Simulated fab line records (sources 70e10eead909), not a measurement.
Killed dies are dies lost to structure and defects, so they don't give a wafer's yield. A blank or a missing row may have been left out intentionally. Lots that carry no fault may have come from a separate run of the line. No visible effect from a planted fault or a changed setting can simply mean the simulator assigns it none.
fab line records	flow nand_harc
record: lots: 13	wafers: 39	last_day: 24
route steps=1159 shown A_SOURCE_PLATE@420 A_ONON_D1@436 END@1159
lots with no fault: from the same line, run without faults
start_h: the number of hours between the record's first day and the start of the first shown wafer of the lot	wait_h: how many hours have passed since the lot's step before this one	" repeats the value in the row above	L1.1+2: a row that stands for several wafers	- no value present, or no start provided	* or withheld: withheld	< > ~ a bound
route shown NAME@n: a module of which the file shows steps, and the number in the route of the first	usual: the fault-free wafers' mean and standard deviation	same: alike in all rows	chamber/n: place in a boat	sites: per-site readings	_std_site: how widely they spread, as a standard deviation	_edge_site: outer sites' mean less inner sites'	radius_mm: for every site, how far away it sits from the centre of the wafer	mask NAME#n: copy n	behind: tool/chamber where the wafer was last shaped	hold: the reason the lot was held/the length of the hold in hours/how it ended	device: the n, p or np transistor that did not switch	end of line: the tests these same wafers got at the end of their route	step lacking rows: just its recipe	killed: the dies lost at the first sort to structure and to defects; this is not the yield of the wafer	map: the dies of a wafer, with x for killed, . for not killed, _ for no die there
set.NAME: setting as actually run; set.NAME@STEP: the setting as run at that earlier step	model.NAME: the simulator's own value behind a step, which no gauge read
the route's steps for a sample of lots (tables are steps, rows are wafers)
services: a tool's chamber out of use, with start hour (start_h, from the record's first day; less than 0 if before it), hours out, and reason
== steps ==
step: NHARC_A_SOURCE_PLATE_THK_MEAS_06
recipe: thk_meas_gauge: ellipsometry
usual: thk_nm: 200.4/2.1
lot.wafer	tool	chamber	start_h	wait_h	thk_nm
L697.1	film_metro-01	-	158.65	0.4	203.5
L697.4	"	-	"	"	201.3
L697.6	"	-	"	"	203.1
L698.4	film_metro-01	-	171.30	0.4	200.9
L698.5	"	-	"	"	202.4
L698.6	"	-	"	"	200.5
L703.1	film_metro-02	-	187.82	0.4	202.1
L703.5	"	-	"	"	202.6
L703.6	"	-	"	"	201.1
L702.2	film_metro-01	-	187.82	0.4	201.2
L702.4	"	-	"	"	203.2
L702.6	"	-	"	"	201.8
L705.2	film_metro-01	-	207.17	0.4	199.0
L705.4	"	-	"	"	197.5
L705.6	"	-	"	"	199.5
L707.2	film_metro-01	-	222.08	0.4	201.5
L707.4	"	-	"	"	198.1
L707.5	"	-	"	"	199.0
L709.1	film_metro-01	-	232.81	0.4	201.4
L709.2	"	-	"	"	200.6
L709.4	"	-	"	"	200.1
L713.1	film_metro-01	-	250.88	0.4	199.7
L713.4	"	-	"	"	203.5
L713.6	"	-	"	"	197.9
L714.1	film_metro-01	-	260.39	0.4	203.5
L714.3	"	-	"	"	202.8
L714.6	"	-	"	"	205.6
L717.3	film_metro-01	-	277.20	0.4	198.2
L717.5	"	-	"	"	199.9
L717.6	"	-	"	"	196.7
L718.2	film_metro-01	-	283.42	0.4	199.7
L718.3	"	-	"	"	202.6
L718.5	"	-	"	"	198.9
L720.1	film_metro-02	-	283.44	0.4	201.7
L720.4	"	-	"	"	201.9
L720.6	"	-	"	"	201.2
L719.1	film_metro-01	-	283.44	0.4	201.3
L719.2	"	-	"	"	199.0
L719.4	"	-	"	"	199.1
step: NHARC_A_SOURCE_PLATE_INSPECT_08
usual: raw_defect_count: 59/23
lot.wafer	tool	chamber	start_h	wait_h	raw_defect_count
L697.1	defect_inspect-02	-	158.72	0.0	18
L697.4	"	-	"	"	50
L697.6	"	-	"	"	48
L698.4	defect_inspect-02	-	171.41	0.0	49
L698.5	"	-	"	"	56
L698.6	"	-	"	"	46
L703.1	defect_inspect-02	-	187.88	0.0	100
L703.5	"	-	"	"	36
L703.6	"	-	"	"	56
L702.2	defect_inspect-02	-	187.90	0.0	44
L702.4	"	-	"	"	79
L702.6	"	-	"	"	55
L705.2	defect_inspect-01	-	207.24	0.0	39
L705.4	"	-	"	"	64
L705.6	"	-	"	"	66
L707.2	defect_inspect-01	-	222.16	0.1	44
L707.4	"	-	"	"	41
L707.5	"	-	"	"	47
L709.1	defect_inspect-02	-	232.89	0.0	54
L709.2	"	-	"	"	61
L709.4	"	-	"	"	36
L713.1	defect_inspect-01	-	250.97	0.0	55
L713.4	"	-	"	"	81
L713.6	"	-	"	"	44
L714.1	defect_inspect-02	-	260.47	0.1	47
L714.3	"	-	"	"	97
L714.6	"	-	"	"	48
L717.3	defect_inspect-01	-	277.31	0.0	59
L717.5	"	-	"	"	34
L717.6	"	-	"	"	66
L718.2	defect_inspect-02	-	283.48	0.0	78
L718.3	"	-	"	"	120
L718.5	"	-	"	"	63
L720.1	defect_inspect-01	-	283.52	0.0	34
L720.4	"	-	"	"	39
L720.6	"	-	"	"	58
L719.1	defect_inspect-02	-	283.54	0.0	58
L719.2	"	-	"	"	50
L719.4	"	-	"	"	73
step: NHARC_A_ONON_D1_DEP_16
recipe: target_thk_a: 10000	n2_flow_sccm: 2750	n2o_flow_sccm: 2000	nh3_flow_sccm: 500	sih4_flow_sccm: 210	temp_c: 400
lot.wafer	tool	chamber	start_h	wait_h
L697.1+4+6	pecvd_onon-03	0	168.15	0.1
L698.4+5+6	pecvd_onon-03	0	181.88	0.2
L702.2+4+6	pecvd_onon-02	0	197.43	0.1
L703.1+5+6	pecvd_onon-03	0	197.45	0.1
L705.2+4+6	pecvd_onon-03	0	217.64	0.1
L707.2+4+5	pecvd_onon-03	0	231.67	0.1
L709.1+2+4	pecvd_onon-02	0	242.38	0.1
L713.1+4+6	pecvd_onon-01	0	260.40	0.1
L714.1+3+6	pecvd_onon-01	0	269.95	0.1
L717.3+5+6	pecvd_onon-03	0	286.85	0.2
L720.1+4+6	pecvd_onon-03	0	292.91	0.1
L718.2+3+5	pecvd_onon-01	0	292.97	0.1
L719.1+2+4	pecvd_onon-01	0	293.26	0.4
step: NHARC_A_ONON_D1_THK_MEAS_18
recipe: thk_meas_gauge: ellipsometry
usual: thk_nm: 1002/10
lot.wafer	tool	chamber	start_h	wait_h	thk_nm
L697.1	film_metro-02	-	168.66	-	1014
L697.4	"	-	"	"	1015
L697.6	"	-	"	"	1016
L698.4	film_metro-02	-	182.22	-	1021
L698.5	"	-	"	"	1019
L698.6	"	-	"	"	1021
L702.2	film_metro-01	-	197.88	-	1000
L702.4	"	-	"	"	999
L702.6	"	-	"	"	999
L703.1	film_metro-01	-	197.95	-	995
L703.5	"	-	"	"	997
L703.6	"	-	"	"	996
L705.2	film_metro-01	-	218.09	-	1563
L705.4	"	-	"	"	1561
L705.6	"	-	"	"	1563
L707.2	film_metro-02	-	232.12	-	1569
L707.4	"	-	"	"	1569
L707.5	"	-	"	"	1569
L709.1	film_metro-02	-	242.90	-	995
L709.2	"	-	"	"	997
L709.4	"	-	"	"	996
L713.1	film_metro-01	-	260.91	-	1000
L713.4	"	-	"	"	999
L713.6	"	-	"	"	998
L714.1	film_metro-01	-	270.46	-	997
L714.3	"	-	"	"	998
L714.6	"	-	"	"	997
L717.3	film_metro-02	-	287.25	-	1005
L717.5	"	-	"	"	1005
L717.6	"	-	"	"	1005
L718.2	film_metro-02	-	293.42	-	1015
L718.3	"	-	"	"	1015
L718.5	"	-	"	"	1014
L720.1	film_metro-01	-	293.43	-	983
L720.4	"	-	"	"	985
L720.6	"	-	"	"	983
L719.1	film_metro-02	-	293.77	-	992
L719.2	"	-	"	"	992
L719.4	"	-	"	"	992
step: NHARC_A_ONON_D1_DEP_33
recipe: target_thk_a: 2000	temp_c: 400	pressure_torr: 6.5	rf_w: 900	teos_flow_sccm: 161.4	flow_sccm: 2650	target_thk_nm: 200	gas: O2	material: SiO2
usual: flow_sccm: 2651/7.1	heater_power_w: 603/79	throttle_valve_pct: 16.0/0.79
lot.wafer	tool	chamber	start_h	wait_h	flow_sccm	heater_power_w	throttle_valve_pct
L697.1	pecvd-04	2	171.07	0.1	2651	729	15.3
L697.4	"	0	"	"	2652	584	16.3
L697.6	"	2	"	"	2649	738	15.4
L698.5	pecvd-02	2	184.74	0.2	2649	509	15.8
L698.4	"	0	"	"	2659	659	16.9
L698.6	"	1	"	"	2646	523	15.7
L702.2	pecvd-02	2	200.47	0.1	2648	545	15.7
L702.6	"	2	"	"	2650	536	16.0
L702.4	"	1	"	"	2653	536	15.5
L703.1	pecvd-01	1	200.61	0.1	2637	603	15.4
L703.6	"	1	"	"	2639	600	15.6
L703.5	"	2	"	"	2648	666	17.2
L705.2	pecvd-04	1	220.51	0.1	2655	494	15.8
L705.4	"	2	"	"	2669	747	14.9
L705.6	"	0	"	"	2645	644	16.6
L707.2	pecvd-04	0	234.49	0.1	2652	648	16.7
L707.5	"	0	"	"	2645	657	16.7
L707.4	"	1	"	"	2639	596	15.8
L709.2	pecvd-04	0	245.27	0.1	2664	640	16.6
L709.1	"	1	"	"	2644	482	15.9
L709.4	"	1	"	"	2643	500	15.7
L713.1	pecvd-01	1	263.23	0.1	2661	515	15.3
L713.6	"	1	"	"	2656	540	15.6
L713.4	"	0	"	"	2654	496	14.3
L714.3	pecvd-01	2	272.82	0.1	2656	717	16.5
L714.1	"	0	"	"	2652	549	14.5
L714.6	"	0	"	"	2657	555	14.4
L717.3	pecvd-02	0	289.62	0.1	2649	739	17.3
L717.6	"	2	"	"	2650	568	16.2
L717.5	"	1	"	"	2650	509	15.7
L718.2	pecvd-02	1	295.87	0.2	2661	596	15.6
L718.3	"	2	"	"	2651	605	16.2
L718.5	"	1	"	"	2651	624	15.9
L720.1	pecvd-01	2	295.95	0.1	2659	753	16.6
L720.4	"	2	"	"	2652	728	16.6
L720.6	"	0	"	"	2658	552	14.5
L719.1	pecvd-02	2	296.14	0.1	2661	494	16.1
L719.2	"	1	"	"	2651	513	15.7
L719.4	"	2	"	"	2651	513	16.1
step: NHARC_END_SORT_01
recipe: temp_c: 25
usual: killed_at_array: 26/9.9	killed_at_other: 0.8/1	killed_at_periphery: 2.8/2.2	killed_dies: 29/9.9	killed_open: 3.2/1.8	killed_short: 2.1/1.4
same: gross_dies: 677
lot.wafer	tool	chamber	start_h	wait_h	killed_at_array	killed_at_other	killed_at_periphery	killed_dies	killed_open	killed_short
L705.2	prober-01	0	491.08	2.8	675	0	2	677	3	3
L705.4	prober-01	0	492.68	3.4	674	1	2	677	3	0
L705.6	prober-01	0	494.28	4.0	672	1	4	677	2	5
L707.2	prober-01	0	505.13	2.8	675	1	1	677	3	2
L707.4	prober-01	0	506.73	3.4	676	0	1	677	2	3
L707.5	prober-01	0	507.52	3.7	675	0	2	677	1	0
killed by level:class
L705.2 A_ONON_D1:area_dep=627 A_CHANNEL_HOLE_D1:chamber_film_flake=18 A_SLIT:chamber_film_flake=15 A_STAIRCASE:chamber_film_flake=8 A_CONTACT:chamber_film_flake=3 P_GATE:geometric_particle:short=1 P_CONTACT:geometric_particle:open=1 A_CHANNEL_HOLE_D1:geometric_particle:short=1
L705.4 A_ONON_D1:area_dep=632 A_CHANNEL_HOLE_D1:chamber_film_flake=18 A_SLIT:chamber_film_flake=13 A_STAIRCASE:chamber_film_flake=5 P_STI:chamber_film_flake=2 A_CONTACT:chamber_film_flake=2 A_ONON_D1:geometric_particle:open=1 A_WL_FILL:geometric_particle:open=1
L705.6 A_ONON_D1:area_dep=637 A_CHANNEL_HOLE_D1:chamber_film_flake=14 A_SLIT:chamber_film_flake=11 A_ONON_D1:geometric_particle:short=2 P_ZERO_WELL:chamber_film_flake=2 A_CONTACT:chamber_film_flake=2 P_GATE:geometric_particle:short=1 P_CONTACT:geometric_particle:open=1
L707.2 A_ONON_D1:area_dep=660 A_CONTACT:chamber_film_flake=7 A_STAIRCASE:chamber_film_flake=3 A_CONTACT:geometric_particle:open=2 P_GATE:geometric_particle:open=1 A_WL_FILL:geometric_particle:short=1 STARTING-WAFER:geometric_particle:short=1 A_CHANNEL_HOLE_D1:chamber_film_flake=1
L707.4 A_ONON_D1:area_dep=657 A_STAIRCASE:chamber_film_flake=6 A_CONTACT:chamber_film_flake=6 A_CHANNEL_FILL_D1:geometric_particle:open=2 A_CHANNEL_HOLE_D1:chamber_film_flake=2 A_CHANNEL_FILL_D1:geometric_particle:short=1 A_WL_FILL:geometric_particle:short=1 A_CONTACT:geometric_particle:short=1
L707.5 A_ONON_D1:area_dep=657 A_STAIRCASE:chamber_film_flake=7 A_CHANNEL_HOLE_D1:chamber_film_flake=5 A_CONTACT:chamber_film_flake=4 P_M0:geometric_particle:open=1 P_GATE:chamber_film_flake=1 A_SLIT:chamber_film_flake=1 A_BLC:chamber_film_flake=1
== services ==
tool	chamber	start_h	hours	kind
pecvd_onon-03	-	153.00	13.0	pm
pecvd-02	-	153.07	13.0	pm
pecvd-02	0	153.07	13.0	vent_cycle
pecvd-02	1	153.07	13.0	vent_cycle
pecvd-02	2	153.07	13.0	vent_cycle
pecvd-02	0	166.07	-	clean
pecvd-02	1	166.07	-	clean
pecvd-02	2	166.07	-	clean
pecvd_onon-01	-	195.00	13.0	pm
pecvd-04	-	195.36	13.0	pm
pecvd-04	0	195.36	13.0	vent_cycle
pecvd-04	1	195.36	13.0	vent_cycle
pecvd-04	2	195.36	13.0	vent_cycle
pecvd-04	0	208.36	-	clean
pecvd-04	1	208.36	-	clean
pecvd-04	2	208.36	-	clean
pecvd-01	-	237.18	13.0	pm
pecvd-01	0	237.18	13.0	vent_cycle
pecvd-01	1	237.18	13.0	vent_cycle
pecvd-01	2	237.18	13.0	vent_cycle
pecvd-01	0	250.18	-	clean
pecvd-01	1	250.18	-	clean
pecvd-02	1	262.67	10.2	repair
pecvd_onon-02	-	292.00	13.0	pm
== key ==
first_sign: step: NHARC_A_ONON_D1_THK_MEAS_18	reading: thk_nm	direction: up	sigmas: 56	usual: 1002	struck: 1566
effect: step: NHARC_END_SORT_01	reading: killed_at_array	direction: up	sigmas: 66	usual: 26	struck: 674
more_kills_born_at: NHARC_A_ONON_D1_DEP_16@pecvd_onon-03: 3870
met_at NHARC_A_ONON_D1_DEP_16
struck_lots L705,L707
struck_wafers L705.2,L705.4,L705.6,L707.2,L707.4,L707.5
later_rows_left_out L705.2,L705.4,L705.6,L707.2,L707.4,L707.5
tester_left_out L705,L707
not_acting_at NHARC_A_SOURCE_PLATE_THK_MEAS_06,NHARC_A_SOURCE_PLATE_INSPECT_08,NHARC_A_ONON_D1_DEP_33
onset_between 197.45 217.64
fault: kind: process_parameter_drift	tool: pecvd_onon-03	chamber: 0	onset_h: 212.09	steps: NHARC_A_ONON_D1_DEP_16	channel: target_thk_a	offset: *	shape: step	end_h: 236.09	acts_in: *	stated: *
tester_left_out: of these lots the tester's yield and bins aren't shown, on N5 and GAA mostly nor the transistor test; their killed dies are dies lost to structure and defects alone, not to doping, threshold or leakage, so they don't give the yield
later_rows_left_out: the simulator's readings of these wafers behind a module that went badly wrong aren't trusted and aren't shown, but for the sort
